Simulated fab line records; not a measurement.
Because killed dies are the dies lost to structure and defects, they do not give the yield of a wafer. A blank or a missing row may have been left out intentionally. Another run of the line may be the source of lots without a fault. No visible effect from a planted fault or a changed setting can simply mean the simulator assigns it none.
Matching of chambers -- flow n5-finfet -- 3 sister chambers for N5_BEOL_M0_PRE_CLEAN_131 on cvd-co-02
The step time 15 s. 24 wafers are shown with their chamber, then 12 later ones without.

EACH WAFER AND ITS CHAMBER
wafer,chamber,heater-power-w (W)
L077.2,1,87
L077.3,2,117
L077.6,2,119
L078.1,0,100
L078.3,1,86
L078.6,1,87
L079.3,2,116
L079.4,0,102
L079.6,2,116
L080.1,2,119
L080.4,2,118
L080.5,0,102
L083.2,2,118
L083.3,1,87
L083.5,0,100
L085.3,1,88
L085.4,2,119
L085.6,0,101
L088.3,2,119
L088.4,1,87
L088.6,2,116
L093.1,2,118
L093.2,0,101
L093.5,1,89

SIGNATURES (averages over the wafers above)
reading,chamber 0,chamber 1,chamber 2,scatter within a chamber
heater-power-w,101.00,87.29,117.73,1.1
Rule: for a wafer and a chamber, the distance is found by dividing, reading by reading, the gap between the wafer's reading and the chamber's mean by the reading's scatter, squaring, summing and taking the root. The wafer belongs to the nearest chamber; if the next one is less than 2 further off, it can't be placed. The scatter is the square root of a quotient: the sum, over the shown wafers, of each reading's squared deviation from its chamber's mean, divided by wafers minus chambers.

WAFERS MISSING THEIR CHAMBER
wafer,heater-power-w (W)
L092.2,102
L092.4,103
L092.6,119
L094.1,119
L094.2,89
L094.6,120
L096.1,88
L096.2,121
L096.3,102
L097.2,85
L097.4,88
L097.6,103

WHICH CHAMBER EACH WENT THROUGH
wafer,from the rows above,in truth
L092.2,0,0
L092.4,0,0
L092.6,2,2
L094.1,2,2
L094.2,1,1
L094.6,2,2
L096.1,1,1
L096.2,2,2
L096.3,0,0
L097.2,1,1
L097.4,1,1
L097.6,0,0
Correct placement for 12 of the 12. From these rows, 0 cannot be placed. 0 placed wrongly.
